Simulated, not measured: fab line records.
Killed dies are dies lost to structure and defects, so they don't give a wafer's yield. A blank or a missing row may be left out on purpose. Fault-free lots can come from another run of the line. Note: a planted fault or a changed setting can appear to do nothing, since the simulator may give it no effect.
fab line records	flow n5_finfet
record lots=6	wafers=18	last_day=17
route steps=1938 shown SDB@349 BEOL_M4@1111 PASSIVATION@1936
lots untouched by any fault: they come from a run of this same line in which no faults occurred
start_h: the number of hours between the record's first day and the start of the first shown wafer of the lot	wait_h: time in hours since the lot's previous step	" identical to the entry in the row above	L1.1+2: one row covering several wafers at once	- no value present, or no start provided	* or withheld: withheld	< > ~ a bound
route shown NAME@n: names a module that has steps shown in the file, with the first one's number in the route	usual: mean/standard deviation of fault-free wafers	same: alike in all rows	chamber/n: place in a boat	sites: per-site readings	_std_site: standard deviation across them	_edge_site: inner sites' mean taken away from outer sites' mean	radius_mm: for every site, how far away it sits from the centre of the wafer	mask NAME#n: copy n	behind: the last tool/chamber to shape the wafer	hold: the reason the lot was held/the length of the hold in hours/how it ended	device: names the non-switching transistor (n, p or np)	end of line: tests of these same wafers at the route's end	a step without rows: its recipe alone	killed: at the first sort, the dies lost to defects and structure; wafer yield is something else	map: a wafer's dies, marking killed ones x, the rest . and places with no die _
set.NAME: the run value of the setting; set.NAME@STEP: its run value at that earlier step	model.NAME: the simulator's own value behind a step, which no gauge read
certain route steps with their lots: each step a table, each wafer a row
services: when a tool's chamber went out of use (start_h, in hours from the record's first day, below 0 if earlier), for how many hours, and the reason
## steps
# step N5_SDB_COAT_04
# recipe resist=SiARC	temp_c=220	time_s=60	spin_rpm=1500	resist_thk_nm=18
# step N5_SDB_COAT_05
# recipe resist=CAR-ArF	spin_rpm=1500	resist_thk_nm=90
# step N5_SDB_EBR_07
# recipe solvent=PGMEA	ebr_width_mm=1.5
# step N5_SDB_SOFTBAKE_06
# recipe temp_c=110	time_s=60	resist=CAR-ArF
# step N5_SDB_EXPOSE_08
# recipe mask_id=SDB	na=1.35	source_shape=conventional	sigma_outer=0.5	polarization=unpolarized	dose_mj=49.6
# step N5_SDB_PEB_09
# recipe peb_temp_c=withheld	peb_time_s=60	resist=CAR-ArF
# step N5_SDB_DEVELOP_10
# recipe develop_time_s=30	developer=TMAH	resist=CAR-ArF	rinse_liquid=diw	dry=air_spin	dev_temp_c=23
# step N5_SDB_CD_MEAS_11
# recipe target_cd_nm=50	landing_energy_ev=500	detector=se_inlens	polarity=opening
# usual cd_nm=49.3/1.1
lot.wafer	tool	chamber	start_h	wait_h	cd_nm
L542.3	cd_sem-02	0	76.31	-	50.0
L542.5	"	0	"	"	49.4
L542.6	"	0	"	"	50.1
L545.3	cd_sem-02	0	98.73	-	48.2
L545.4	"	0	"	"	48.7
L545.5	"	0	"	"	49.2
L552.4	cd_sem-02	0	139.90	-	50.5
L552.5	"	0	"	"	49.8
L552.6	"	0	"	"	49.7
L555.1	cd_sem-01	0	156.47	-	50.7
L555.2	"	0	"	"	49.2
L555.4	"	0	"	"	49.1
L557.1	cd_sem-01	0	168.22	-	47.1
L557.4	"	0	"	"	48.6
L557.5	"	0	"	"	47.1
L561.1	cd_sem-02	0	193.33	-	50.4
L561.5	"	0	"	"	50.7
L561.6	"	0	"	"	50.7
# step N5_SDB_OVL_MEAS_12
# recipe points_per_wafer=44
# usual SDB_OVL=0.6/0.78
lot.wafer	tool	chamber	start_h	wait_h	SDB_OVL[nm]
L542.3	overlay-01	0	76.34	0.0	0.1
L542.5	"	0	"	"	0.2
L542.6	"	0	"	"	1.2
L545.3	overlay-02	0	98.76	0.0	2.2
L545.4	"	0	"	"	1.2
L545.5	"	0	"	"	1.6
L552.4	overlay-02	0	139.92	0.0	-1.1
L552.5	"	0	"	"	-0.2
L552.6	"	0	"	"	-0.8
L555.1	overlay-02	0	156.50	0.0	1.1
L555.2	"	0	"	"	0.0
L555.4	"	0	"	"	0.6
L557.1	overlay-02	0	168.25	0.0	0.3
L557.4	"	0	"	"	0.1
L557.5	"	0	"	"	0.5
L561.1	overlay-01	0	193.36	0.0	1.4
L561.5	"	0	"	"	1.6
L561.6	"	0	"	"	1.4
# step N5_SDB_INSPECT_13
# recipe mode=adi	inspect_instrument=brightfield
# usual raw_defect_count=77/37
lot.wafer	tool	chamber	start_h	wait_h	raw_defect_count
L542.3	defect_inspect-02	-	76.37	0.0	36
L542.5	"	-	"	"	62
L542.6	"	-	"	"	48
L545.3	defect_inspect-02	-	98.78	0.0	71
L545.4	"	-	"	"	59
L545.5	"	-	"	"	45
L552.4	defect_inspect-02	-	139.95	0.0	152
L552.5	"	-	"	"	139
L552.6	"	-	"	"	149
L555.1	defect_inspect-01	-	156.52	0.0	74
L555.2	"	-	"	"	102
L555.4	"	-	"	"	137
L557.1	defect_inspect-01	-	168.27	0.0	64
L557.4	"	-	"	"	40
L557.5	"	-	"	"	62
L561.1	defect_inspect-01	-	193.38	0.0	62
L561.5	"	-	"	"	27
L561.6	"	-	"	"	49
# step N5_SDB_DESCUM_16
# recipe chemistry=O2	time_s=7.9	source_power_w=50	bias_power_w=20	pressure_mtorr=20	rf_frequency_hz=2.712e+07	temp_c=40	resist=CAR-ArF	o2_flow_sccm=225
# usual bias_power_w=20.00/0.061	drypump_motor_current_A=5.6/0.35	oes_product_au=0.80/0.094	rf_vpp_V=243.7/1.4	showerhead_plenum_p_Torr=2.13/0.066	throttle_valve_pct=20.30/0.21
lot.wafer	tool	chamber	start_h	wait_h	bias_power_w	drypump_motor_current_A	oes_product_au	rf_hours_counter_h	rf_vpp_V	showerhead_plenum_p_Torr	throttle_valve_pct
L542.3	rie_diel-05	2	76.59	0.2	20.04	5.8	0.74	156	244.0	2.16	19.87
L542.5	"	3	"	"	20.04	5.7	0.73	-	242.7	2.10	20.36
L542.6	"	0	"	"	19.96	5.6	0.95	-	245.3	2.23	20.22
L545.3	rie_diel-02	1	98.82	0.0	19.80	5.4	0.68	234	244.7	2.12	20.57
L545.4	"	3	"	"	20.03	5.5	0.93	18	242.8	2.06	20.40
L545.5	"	3	"	"	20.06	5.5	0.95	-	240.9	2.06	20.40
L552.4	rie_diel-05	0	140.05	0.1	19.95	5.5	0.89	34	245.7	2.22	20.26
L552.5	"	2	"	"	19.94	5.8	0.72	-	243.6	2.16	19.91
L552.6	"	3	"	"	19.92	5.7	0.72	-	241.9	2.10	20.40
L555.1	rie_diel-05	0	156.60	0.1	20.07	5.5	0.87	40	244.3	2.22	20.26
L555.2	"	3	"	"	20.03	5.7	0.71	197	243.1	2.09	20.43
L555.4	"	0	"	"	20.03	5.6	0.87	-	245.1	2.22	20.26
L557.1	rie_diel-04	3	168.71	0.4	20.03	5.0	0.90	34	244.3	2.23	20.20
L557.4	"	0	"	"	20.14	5.9	0.77	170	243.3	2.09	20.31
L557.5	"	2	"	"	19.96	5.7	0.74	-	245.8	2.17	20.58
L561.1	rie_diel-04	3	193.42	0.0	20.08	5.0	0.88	42	244.9	2.23	20.23
L561.5	"	0	"	"	19.94	5.9	0.76	-	243.4	2.09	20.31
L561.6	"	1	"	"	20.03	5.4	0.91	-	242.1	2.06	20.00
# step N5_SDB_ETCH_17
# recipe chemistry=CF4	target=SiARC	target_depth_a=234	mask_material=CAR-ArF	time_s=39	ion_energy_ev=80	pressure_mtorr=40	source_w=545	bias_w=36	Ar_flow_sccm=100	cf4_flow_sccm=100	ends=cleared
# usual drypump_motor_current_A=5.6/0.36	etch_rf_on_time_s=38.8/0.81	oes_product_au=0.68/0.082	rf_fwd_power_W=535/3.3	rf_vpp_V=184.6/1.1	showerhead_plenum_p_Torr=2.18/0.067	throttle_valve_pct=15.47/0.23
lot.wafer	tool	chamber	start_h	wait_h	drypump_motor_current_A	etch_rf_on_time_s	oes_product_au	rf_fwd_power_W	rf_hours_counter_h	rf_vpp_V	showerhead_plenum_p_Torr	throttle_valve_pct
L542.3	rie_diel-05	2	76.62	0.0	5.8	38.7	0.63	535	156	184.2	2.22	15.24
L542.5	"	3	"	"	5.7	40.1	0.62	538	-	182.0	2.14	15.49
L542.6	"	0	"	"	5.5	39.2	0.80	532	-	185.8	2.27	15.40
L545.3	rie_diel-02	1	98.85	0.0	5.4	40.8	0.58	538	234	184.4	2.20	16.01
L545.4	"	3	"	"	5.5	39.0	0.80	535	18	184.1	2.12	15.57
L545.5	"	3	"	"	5.5	39.4	0.79	537	-	184.1	2.12	15.58
L552.4	rie_diel-05	0	140.08	0.0	5.6	39.0	0.75	530	34	186.2	2.27	15.45
L552.5	"	2	"	"	5.8	38.9	0.61	542	-	185.5	2.21	15.29
L552.6	"	3	"	"	5.7	39.6	0.62	536	-	183.1	2.13	15.54
L555.1	rie_diel-05	0	156.64	0.0	5.6	39.2	0.74	531	40	185.2	2.26	15.45
L555.2	"	3	"	"	5.7	39.2	0.61	537	197	183.7	2.13	15.56
L555.4	"	0	"	"	5.6	39.2	0.75	531	-	186.8	2.26	15.47
L557.1	rie_diel-04	3	168.74	0.0	5.0	38.1	0.78	540	34	184.4	2.26	15.24
L557.4	"	0	"	"	5.9	39.0	0.64	533	170	184.9	2.13	15.51
L557.5	"	2	"	"	5.7	37.6	0.64	533	-	186.6	2.23	15.79
L561.1	rie_diel-04	3	193.45	0.0	5.0	38.4	0.77	538	42	185.0	2.26	15.24
L561.5	"	0	"	"	5.9	39.3	0.64	529	-	184.9	2.13	15.54
L561.6	"	1	"	"	5.4	39.2	0.79	536	-	184.5	2.09	15.02
# step N5_SDB_ETCH_18
# recipe chemistry=N2/H2	target=SOC	target_depth_a=1000	overetch_a=200	mask_material=SiARC	temp_c=40	time_s=150	ion_energy_ev=200	pressure_mtorr=30	source_w=840	bias_w=150	n2_flow_sccm=200	h2_flow_sccm=200
# usual drypump_motor_current_A=5.6/0.36	oes_product_au=0.72/0.083	rf_fwd_power_W=836.7/2.7	rf_vpp_V=525.2/2.5	showerhead_plenum_p_Torr=2.59/0.084	throttle_valve_pct=17.72/0.23
lot.wafer	tool	chamber	start_h	wait_h	drypump_motor_current_A	oes_product_au	rf_fwd_power_W	rf_hours_counter_h	rf_vpp_V	showerhead_plenum_p_Torr	throttle_valve_pct	model.SiARC_of_SDB_COAT_04.thk_nm
L542.3	rie_diel-05	2	76.66	0.0	5.8	0.65	837.0	156	527.4	2.64	17.31	12.8
L542.5	"	3	"	"	5.7	0.66	839.7	-	524.5	2.52	17.49	12.8
L542.6	"	0	"	"	5.6	0.84	837.1	-	528.5	2.73	17.70	12.8
L545.3	rie_diel-02	1	98.89	0.0	5.4	0.62	836.0	234	527.8	2.63	18.23	12.8
L545.4	"	3	"	"	5.5	0.83	831.0	18	523.1	2.50	17.80	13
L545.5	"	3	"	"	5.5	0.83	833.9	-	522.1	2.50	17.79	13
L552.4	rie_diel-05	0	140.12	0.0	5.6	0.79	1039.4	34	489.7	2.71	17.76	12.4
L552.5	"	2	"	"	5.8	0.64	839.0	-	527.1	2.63	17.34	13
L552.6	"	3	"	"	5.7	0.65	841.4	-	523.2	2.51	17.54	12.8
L555.1	rie_diel-05	0	156.67	0.0	5.6	0.78	1036.2	40	491.7	2.71	17.79	12.4
L555.2	"	3	"	"	5.7	0.64	835.8	197	522.4	2.50	17.54	12.8
L555.4	"	0	"	"	5.6	0.78	1037.1	-	490.0	2.71	17.77	12.2
L557.1	rie_diel-04	3	168.78	0.0	5.0	0.81	838.0	34	528.8	2.70	17.61	12.6
L557.4	"	0	"	"	5.9	0.67	835.3	170	522.8	2.54	17.73	12.8
L557.5	"	2	"	"	5.7	0.66	836.6	-	526.1	2.64	18.06	12.8
L561.1	rie_diel-04	3	193.49	0.0	5.0	0.79	842.2	42	529.0	2.70	17.63	12.6
L561.5	"	0	"	"	5.9	0.67	834.2	-	522.2	2.54	17.74	12.8
L561.6	"	1	"	"	5.4	0.82	834.2	-	523.0	2.51	17.52	12.8
# step N5_SDB_STRIP_19
# recipe chemistry=N2/H2	temp_c=40	n2_flow_sccm=200	h2_flow_sccm=200	rf_frequency_hz=6e+07
# step N5_BEOL_M4_RC_MEAS_101
# usual DIBL_N=35.8/1.8	DIBL_P=35.9/2.2	IOFF_N=0.16/0.035	IOFF_P=0.21/0.04	ION_N=672/11	ION_P=461/7.4	SS_N=71.4/0.64	SS_P=73.2/0.67	VT_N=250/3.5	VT_P=-251/3.4
lot.wafer	tool	chamber	start_h	wait_h	DIBL_N[mV/V]	DIBL_P[mV/V]	IOFF_N[nA/um]	IOFF_P[nA/um]	ION_N[uA/um]	ION_P[uA/um]	SS_N[mV/dec]	SS_P[mV/dec]	VT_N[mV]	VT_P[mV]
L542.3	prober-02	0	166.08	0.5	34.0	34.0	0.12	0.18	662	454	71.3	72.9	255	-252
L542.5	"	0	"	"	36.7	36.9	0.16	0.23	676	465	70.9	73.5	251	-249
L542.6	"	0	"	"	33.0	32.3	0.11	0.16	674	460	71.3	72.9	254	-256
L545.3	prober-01	0	200.82	0.3	33.9	34.2	0.12	0.18	660	460	71.9	73.0	252	-252
L545.4	"	0	"	"	36.0	35.9	0.15	0.20	662	455	72.1	73.7	253	-251
L545.5	"	0	"	"	33.7	33.1	0.12	0.16	644	446	71.0	72.1	255	-252
L552.4	prober-02	0	251.51	0.5	35.0	34.2	0.12	0.18	650	452	70.9	73.1	256	-254
L552.5	"	0	"	"	33.5	32.6	0.11	0.16	661	454	70.9	72.0	252	-254
L552.6	"	0	"	"	36.3	36.6	0.15	0.22	666	458	70.8	73.9	252	-249
L557.1	prober-01	0	273.36	0.0	35.3	34.5	0.14	0.15	674	447	70.9	72.8	252	-259
L557.4	"	0	"	"	35.0	34.2	0.13	0.15	663	447	70.7	72.6	256	-260
L557.5	"	0	"	"	33.5	32.8	0.11	0.13	656	444	70.4	73.1	256	-258
L555.1	prober-02	0	277.06	0.0	36.2	35.9	0.17	0.25	686	473	71.5	72.7	247	-246
L555.2	"	0	"	"	38.5	39.0	0.22	0.31	691	479	71.3	74.1	244	-243
L555.4	"	0	"	"	36.6	37.0	0.18	0.28	687	475	71.2	73.1	246	-245
L561.1	prober-01	0	287.79	0.0	30.4	29.3	0.08	0.11	638	447	69.6	72.1	261	-257
L561.5	"	0	"	"	33.8	33.5	0.11	0.15	665	456	71.1	73.0	253	-256
L561.6	"	0	"	"	38.0	38.3	0.19	0.23	689	467	71.5	74.1	247	-249
# step N5_PASSIVATION_PROBE_49
# usual defect_limited_yield=91.0/1.5	killed_at_M0_to_M3=34/9.1	killed_at_M4_up=14/5.7	killed_at_contacts=13/5.7	killed_at_front_end=42/12	killed_at_other=4/3.4	killed_dies=106/17	killed_open=70/13	killed_short=34/7.5	sort_bin_5_function=5.2/0.94	sort_bin_6_memory=3.4/0.69	sort_bin_8_speed=0.00/0.029	sort_n_pass=1074/17	sort_yield_pct=91.0/1.5
# same gross_dies=1180	killed_at_back_side=0	sort_bin_4_leakage[%]=0
lot.wafer	tool	chamber	start_h	wait_h	defect_limited_yield[%]	killed_at_M0_to_M3	killed_at_M4_up	killed_at_contacts	killed_at_front_end	killed_at_other	killed_dies	killed_open	killed_short	sort_bin_5_function[%]	sort_bin_6_memory[%]	sort_bin_8_speed[%]	sort_n_pass	sort_yield_pct[%]
L545.3	prober-01	-	299.60	0.1	89.7	36	9	20	47	10	122	84	34	6.3	3.6	0	1058	89.7
L545.4	prober-01	-	299.65	0.2	89.6	43	16	16	44	4	123	84	38	5.8	4.2	0	1057	89.6
L545.5	prober-01	-	299.70	0.2	91.5	32	10	14	40	4	100	59	33	5.0	2.6	0	1080	91.5
L552.4	prober-01	-	351.71	0.2	90.5	32	16	16	47	1	112	77	34	5.3	3.9	0	1068	90.5
L552.5	prober-01	-	351.76	0.2	92.9	20	15	10	38	1	84	57	26	4.1	2.8	0	1096	92.9
L552.6	prober-01	-	351.81	0.3	91.9	31	15	11	37	2	96	69	26	4.8	3.3	0	1084	91.9
# killed by level:class
L545.3 MOL_CONTACT_COAG:geometric_particle:open=15 STI_FIN_REVEAL:geometric_particle:open=12 BEOL_M1:geometric_particle:open=8 BEOL_M3:geometric_particle:open=8 FIN_SAQP:geometric_particle:short=7 FIN_SAQP:geometric_particle:open=5 MOL_CONTACT_COAG:geometric_particle:short=5 BEOL_M0:geometric_particle:open=5
L545.4 MOL_CONTACT_COAG:geometric_particle:open=15 FIN_SAQP:geometric_particle:short=12 BEOL_M1:geometric_particle:open=11 BEOL_M3:geometric_particle:open=10 FIN_SAQP:geometric_particle:open=9 BEOL_M0_SAQP:geometric_particle:open=8 DUMMY_GATE:geometric_particle:open=5 BEOL_M0_SAQP:geometric_particle:short=5
L545.5 MOL_CONTACT_COAG:geometric_particle:open=11 BEOL_M0_SAQP:geometric_particle:short=8 HKMG_FIN:area_etch=7 FIN_SAQP:geometric_particle:open=6 STI_FIN_REVEAL:geometric_particle:open=6 BEOL_M0_SAQP:geometric_particle:open=6 FIN_SAQP:geometric_particle:short=5 GATE_CUT:geometric_particle:open=5
L552.4 MOL_CONTACT_COAG:geometric_particle:open=14 BEOL_M0_SAQP:geometric_particle:open=12 STI_FIN_REVEAL:geometric_particle:open=11 FIN_SAQP:geometric_particle:open=7 BEOL_M0_SAQP:geometric_particle:short=7 FIN_SAQP:geometric_particle:short=6 GATE_CUT:geometric_particle:short=5 GATE_CUT:geometric_particle:open=5
L552.5 STI_FIN_REVEAL:geometric_particle:open=9 GATE_CUT:geometric_particle:short=9 MOL_CONTACT_COAG:geometric_particle:open=9 BEOL_M3:geometric_particle:open=7 BEOL_M4:geometric_particle:open=6 BEOL_M2:geometric_particle:open=5 FIN_SAQP:geometric_particle:short=4 DUMMY_GATE:geometric_particle:open=4
L552.6 MOL_CONTACT_COAG:geometric_particle:open=9 STI_FIN_REVEAL:geometric_particle:open=8 GATE_CUT:geometric_particle:short=7 BEOL_M0_SAQP:geometric_particle:short=7 BEOL_M0_SAQP:geometric_particle:open=7 GATE_CUT:geometric_particle:open=6 BEOL_M2:geometric_particle:open=5 BEOL_M3:geometric_particle:open=5
## services
tool	chamber	start_h	hours	kind
rie_diel-04	3	57.15	-	clean
rie_diel-04	3	57.15	-	consumable_replace:focus_ring
rie_diel-04	3	57.15	-	consumable_replace:showerhead
rie_diel-04	3	57.15	16.4	scheduled_down
rie_diel-04	3	57.15	16.4	vent_cycle
rie_diel-04	-	86.97	0.2	repair
rie_diel-05	1	89.57	3.7	repair
rie_diel-04	3	103.87	1.6	repair
rie_diel-02	2	123.38	3.3	repair
rie_diel-02	3	124.20	18.9	repair
rie_diel-05	2	127.78	5.4	repair
rie_diel-04	0	133.20	5.6	repair
rie_diel-02	1	143.12	-	clean
rie_diel-02	1	143.12	-	consumable_replace:focus_ring
rie_diel-02	1	143.12	20.1	scheduled_down
rie_diel-02	1	143.12	20.1	vent_cycle
rie_diel-04	1	144.24	-	clean
rie_diel-04	1	144.24	-	consumable_replace:focus_ring
rie_diel-04	1	144.24	17.1	scheduled_down
rie_diel-04	1	144.24	17.1	vent_cycle
rie_diel-05	1	153.82	-	clean
rie_diel-05	1	153.82	-	consumable_replace:focus_ring
rie_diel-05	1	153.82	20.4	scheduled_down
rie_diel-05	1	153.82	20.4	vent_cycle
## key
first_sign step=N5_SDB_ETCH_18	reading=rf_fwd_power_W	direction=up	sigmas=73	usual=*	struck=*
effect step=N5_SDB_ETCH_18	reading=rf_vpp_V	direction=down	sigmas=14	usual=525.2	struck=490.5
model_effect step=N5_SDB_ETCH_18	value=SiARC_of_SDB_COAT_04.thk_nm	without=13	struck=12.33
met_at N5_SDB_ETCH_18
struck_wafers L552.4,L555.1,L555.4
onset_between 76.66 140.12
fault kind=process_parameter_drift	tool=rie_diel-05	chamber=0	onset_h=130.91	steps=N5_SDB_ETCH_18	channel=source_w	offset=201.6	shape=step	end_h=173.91	acts_in=these_recipes_only	stated=840
